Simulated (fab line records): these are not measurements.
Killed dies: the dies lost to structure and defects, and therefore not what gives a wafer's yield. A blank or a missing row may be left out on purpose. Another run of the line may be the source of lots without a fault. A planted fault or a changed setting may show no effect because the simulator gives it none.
Chamber matching / flow nandHarc / rieDiel-07 running NHARC_A_BLC_STRIP_29: 4 sister chambers
The step strips in CF4. 8 wafers are shown with their chamber, then 11 later ones without.

== WAFERS, EACH WITH ITS CHAMBER ==
wafer=L083.5; chamber=1; drypumpMotorCurrentA (A)=6.4; rfVppV (V)=59.9
wafer=L085.1; chamber=2; drypumpMotorCurrentA (A)=5.7; rfVppV (V)=60.5
wafer=L085.2; chamber=0; drypumpMotorCurrentA (A)=5.4; rfVppV (V)=59.1
wafer=L085.6; chamber=2; drypumpMotorCurrentA (A)=5.6; rfVppV (V)=60.8
wafer=L091.1; chamber=1; drypumpMotorCurrentA (A)=6.4; rfVppV (V)=60.4
wafer=L091.3; chamber=3; drypumpMotorCurrentA (A)=5.3; rfVppV (V)=57.6
wafer=L091.6; chamber=0; drypumpMotorCurrentA (A)=5.4; rfVppV (V)=59.7
wafer=L090.1; chamber=3; drypumpMotorCurrentA (A)=5.3; rfVppV (V)=59.3

== WAFERS WHOSE CHAMBER IS MISSING ==
wafer=L090.3; drypumpMotorCurrentA (A)=5.7; rfVppV (V)=59.3
wafer=L090.5; drypumpMotorCurrentA (A)=5.3; rfVppV (V)=59.0
wafer=L093.1; drypumpMotorCurrentA (A)=5.3; rfVppV (V)=58.2
wafer=L093.4; drypumpMotorCurrentA (A)=6.4; rfVppV (V)=59.7
wafer=L093.6; drypumpMotorCurrentA (A)=6.4; rfVppV (V)=59.9
wafer=L095.1; drypumpMotorCurrentA (A)=5.2; rfVppV (V)=60.3
wafer=L095.4; drypumpMotorCurrentA (A)=5.4; rfVppV (V)=58.7
wafer=L095.5; drypumpMotorCurrentA (A)=5.2; rfVppV (V)=58.6
wafer=L097.2; drypumpMotorCurrentA (A)=5.3; rfVppV (V)=58.8
wafer=L097.4; drypumpMotorCurrentA (A)=5.6; rfVppV (V)=59.9
wafer=L097.5; drypumpMotorCurrentA (A)=5.3; rfVppV (V)=58.2

== THE CHAMBER EACH PASSED THROUGH ==
wafer=L090.3; from the rows above=2; in truth=2
wafer=L090.5; from the rows above=3; in truth=3
wafer=L093.1; from the rows above=3; in truth=3
wafer=L093.4; from the rows above=1; in truth=1
wafer=L093.6; from the rows above=1; in truth=1
wafer=L095.1; from the rows above=can't be placed: 3 or 0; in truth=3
wafer=L095.4; from the rows above=can't be placed: 0 or 3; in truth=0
wafer=L095.5; from the rows above=3; in truth=3
wafer=L097.2; from the rows above=3; in truth=3
wafer=L097.4; from the rows above=2; in truth=2
wafer=L097.5; from the rows above=3; in truth=3
Placed correctly: 9 of 11. From these rows, 2 cannot be placed; in 2 the true chamber is one of the candidates. Wrongly placed: 0.
How it was worked out, from the rows above alone: a wafer's distance from a chamber is the root of the sum, over the readings, of the square of ((its reading less the chamber's mean) divided by the reading's scatter). The wafer belongs to the nearest chamber; if the next one is less than 2 further off, it can't be placed. The mean given for a chamber averages the wafers shown for that chamber. The scatter: the root of (the sum of the squares of (reading less its chamber's mean) over the shown wafers, divided by (wafers less chambers)).
